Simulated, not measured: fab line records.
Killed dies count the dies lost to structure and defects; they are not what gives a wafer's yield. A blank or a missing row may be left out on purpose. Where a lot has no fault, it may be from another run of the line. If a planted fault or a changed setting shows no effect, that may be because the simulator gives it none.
Chamber matching || flow nandHarc || rieDiel-01 running NHARC_A_CONTACT_ETCH_48: 4 sister chambers
The step etches the open film in CF4, target depth 39 nm, time 65 s. 4 wafers are shown with their chamber, then 8 later ones without.

== EACH WAFER AND ITS CHAMBER ==
{"wafer": "L433.6", "chamber": 2, "showerheadPlenumPTorr (Torr)": 1.71}
{"wafer": "L440.1", "chamber": 1, "showerheadPlenumPTorr (Torr)": 1.77}
{"wafer": "L440.2", "chamber": 3, "showerheadPlenumPTorr (Torr)": 1.73}
{"wafer": "L441.2", "chamber": 0, "showerheadPlenumPTorr (Torr)": 1.75}

== WAFERS MISSING THEIR CHAMBER ==
{"wafer": "L441.4", "showerheadPlenumPTorr (Torr)": 1.72}
{"wafer": "L441.6", "showerheadPlenumPTorr (Torr)": 1.75}
{"wafer": "L449.2", "showerheadPlenumPTorr (Torr)": 1.75}
{"wafer": "L449.4", "showerheadPlenumPTorr (Torr)": 1.77}
{"wafer": "L449.6", "showerheadPlenumPTorr (Torr)": 1.70}
{"wafer": "L448.1", "showerheadPlenumPTorr (Torr)": 1.70}
{"wafer": "L448.2", "showerheadPlenumPTorr (Torr)": 1.77}
{"wafer": "L448.3", "showerheadPlenumPTorr (Torr)": 1.75}

== WHICH CHAMBER EACH ONE RAN IN ==
{"wafer": "L441.4", "from the rows above": "can't be placed: 2 or 3", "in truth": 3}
{"wafer": "L441.6", "from the rows above": 0, "in truth": 0}
{"wafer": "L449.2", "from the rows above": 0, "in truth": 0}
{"wafer": "L449.4", "from the rows above": 1, "in truth": 1}
{"wafer": "L449.6", "from the rows above": 2, "in truth": 2}
{"wafer": "L448.1", "from the rows above": 2, "in truth": 2}
{"wafer": "L448.2", "from the rows above": 1, "in truth": 1}
{"wafer": "L448.3", "from the rows above": 0, "in truth": 0}
Correctly placed: 7 of 8. These rows do not allow placing 1 (true chamber among the candidates in 1). 0 placed wrongly.
How it was worked out, from the rows above alone: a wafer's distance from a chamber is the root of the sum, over the readings, of the square of ((its reading less the chamber's mean) divided by the reading's scatter). The wafer belongs to the nearest chamber; if the next one is less than 2 further off, it can't be placed. For every chamber, the mean is computed from those of its wafers that are shown. The scatter (one wafer shown for each chamber): square how far every hidden wafer sits from the nearest shown wafer, average those squares and take the square root.
